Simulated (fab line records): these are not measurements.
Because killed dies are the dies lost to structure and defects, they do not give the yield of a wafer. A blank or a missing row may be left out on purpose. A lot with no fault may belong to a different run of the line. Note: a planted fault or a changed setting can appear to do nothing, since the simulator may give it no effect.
What tool caused it?	flow n5_finfet	11 lots, 32 wafers sampled, at 6 steps of a route of 1938

## WHAT EACH GAUGE READ, for each wafer
N5_BEOL_M11_CD_MEAS_35 targets a cd of 70 nm.
lot	measured	on	cd_nm (nm)
L178	day 10 18:56	cd_sem-03	70.6 70.1 69.9
L176	day 10 19:12	cd_sem-02	71.5 69.9 72.2
L177	day 11 06:16	cd_sem-01	69.4 70.3 69.5
L180	day 11 15:36	cd_sem-01	70.6 70.4 70.7
L184	day 13 06:16	cd_sem-02	69.2 68.8
L187	day 13 22:41	cd_sem-02	69.8 70.2 68.9
L189	day 14 08:01	cd_sem-03	69.5 69.5 70.6
L188	day 14 11:01	cd_sem-01	69.0 69.9 70.8
L191	day 15 02:16	cd_sem-02	69.5 69.4 69.4
L194	day 15 09:05	cd_sem-03	70.4 70.1 70.4
L198	day 16 06:39	cd_sem-03	69.7 69.5 69.6

N5_BEOL_M11_RS_MEAS_57: measures by four-point-probe.
lot	measured	on	M11_RS (ohm/sq)
L178	day 10 21:11	film_metro-01	0.157 0.147 0.152
L176	day 10 21:27	film_metro-02	0.147 0.148 0.153
L177	day 11 11:00	film_metro-02	0.145 0.147 0.154
L180	day 11 19:35	film_metro-01	0.150 0.154 0.152
L184	day 13 08:24	film_metro-02	0.155 0.146
L187	day 14 02:28	film_metro-02	0.153 0.158 0.151
L189	day 14 11:55	film_metro-02	0.143 0.150 0.155
L188	day 14 15:01	film_metro-01	0.151 0.149 0.155
L191	day 15 04:43	film_metro-02	0.156 0.157 0.151
L194	day 15 12:08	film_metro-01	0.145 0.144 0.153
L198	day 16 09:25	film_metro-01	0.149 0.150 0.155

N5_BEOL_M11_INSPECT_58: inspects for defects (darkfield).
lot	measured	on	raw_defect_count
L178	day 10 21:13	defect_inspect-01	71 74 53
L176	day 10 21:29	defect_inspect-02	78 45 79
L177	day 11 11:01	defect_inspect-02	105 109 108
L180	day 11 19:37	defect_inspect-02	56 114 162
L184	day 13 08:25	defect_inspect-02	77 87
L187	day 14 02:29	defect_inspect-02	83 87 76
L189	day 14 11:56	defect_inspect-02	64 151 95
L188	day 14 15:02	defect_inspect-01	1162 1197 1177
L191	day 15 04:45	defect_inspect-02	70 119 92
L194	day 15 12:10	defect_inspect-02	1223 1192 1204
L198	day 16 09:26	defect_inspect-01	30 56 43

N5_BEOL_M12_THK_MEAS_01.
lot	measured	on	M12_ILD_THK (nm)
L178	day 10 21:23	film_metro-01	669 672 666
L176	day 10 21:39	film_metro-02	660 666 663
L177	day 11 11:14	film_metro-02	641 652 662
L180	day 11 19:47	film_metro-02	663 654 657
L184	day 13 08:35	film_metro-01	657 662
L187	day 14 02:40	film_metro-02	638 637 657
L189	day 14 12:07	film_metro-02	645 645 667
L188	day 14 15:13	film_metro-01	654 669 669
L191	day 15 04:55	film_metro-02	648 661 664
L194	day 15 12:20	film_metro-01	655 652 659
L198	day 16 09:37	film_metro-02	665 667 665

N5_BEOL_M12_INSPECT_12: inspects for defects (macro).
lot	measured	on	raw_defect_count
L178	day 10 21:52	defect_inspect-02	0 2 3
L176	day 10 22:01	defect_inspect-01	5 1 0
L177	day 11 11:36	defect_inspect-01	4 0 1
L180	day 11 20:08	defect_inspect-01	3 2 7
L184	day 13 08:57	defect_inspect-02	2 0
L187	day 14 03:01	defect_inspect-02	2 2 1
L189	day 14 12:28	defect_inspect-02	0 2 1
L188	day 14 15:35	defect_inspect-01	>300 >300 >300
L191	day 15 05:20	defect_inspect-01	4 2 3
L194	day 15 12:41	defect_inspect-02	>300 >300 >300
L198	day 16 09:58	defect_inspect-01	1 0 2

## TOOL THAT RAN EACH LOT (tool first, then ch and the chambers of the sampled wafers, then the start)
lot	N5_BEOL_M11_DEP_56
L178	pecvd-03 ch 0,2, day 10 21:08
L176	pecvd-02 ch 0,1,2, day 10 21:23
L177	pecvd-03 ch 0,2, day 11 10:55
L180	pecvd-01 ch 0,1,2, day 11 19:32
L184	pecvd-01 ch 1,2, day 13 08:21
L187	pecvd-01 ch 0,2, day 14 02:24
L189	pecvd-03 ch 0,1, day 14 11:51
L188	pecvd-01 ch 0,2, day 14 14:57
L191	pecvd-02 ch 0,2, day 15 04:40
L194	pecvd-01 ch 0,1, day 15 12:04
L198	pecvd-02 ch 0,1,2, day 16 09:21
- N5_BEOL_M11_DEP_56: deposits SiCN from 3MS/NH3, target thk 30 nm, time 10.5 s.

## WHAT THE TOOLS THEMSELVES READ (means of the sampled wafers that have a number; where no wafer has one, the mark that the record gives instead)
N5_BEOL_M11_DEP_56.
lot	tool	showerhead_plenum_p_Torr (Torr)	throttle_valve_pct (%)
L178	pecvd-03	4.157	16.7
L176	pecvd-02	4.167	18.5
L177	pecvd-03	4.158	17.3
L180	pecvd-01	4.148	17.6
L184	pecvd-01	4.151	17.5
L187	pecvd-01	4.166	17.0
L189	pecvd-03	4.152	18.5
L188	pecvd-01	4.168	17.0
L191	pecvd-02	4.158	17.9
L194	pecvd-01	4.139	18.1
L198	pecvd-02	4.163	18.6

## THE ANSWER, worked out from the rows above alone
Rule: the lots themselves supply what counts as usual. Put in order of their means at a reading, lots are off if they are a third of the lots or fewer, leave a main group of 4 or more, and stand apart from it by a gap of 3 or more times the standard deviation of the main group's means; of several such gaps the widest counts. If all means in a main group match to the digits the tables above print for the reading, that group is not used. Also off: a lot with no number at a reading for which 4 or more lots have one. The other lots that the step has rows for count as sound. Order of review: gauges by route order, followed by the tools' own readings, for which a lot's mean as printed above is used. At the first step where some lot is off, the reading lying furthest off is the one used; lots without a number count as furthest.
Off, at N5_BEOL_M11_INSPECT_58 on raw_defect_count: L188, L194. For the main group the mean is 84 and the standard deviation 21.
If a tool, at a process step before that reading, ran all the lots that are off and no sound lot after the first of them, it fits. Gauges at N5_BEOL_M11_INSPECT_58: tried the same way as those tools. One candidate fits, namely pecvd-01 at N5_BEOL_M11_DEP_56. Its last sound lot is L187 (day 14 02:24), its first lot that is off L188 (day 14 14:57): a fault that began between those two fits.

## WHAT HAD BEEN PUT IN BY THE SIMULATOR
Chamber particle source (pecvd-01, N5_BEOL_M11_DEP_56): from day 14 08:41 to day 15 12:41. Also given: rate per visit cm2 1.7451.
Struck lots among those shown: L188, L194. This agrees with what the rule above found.
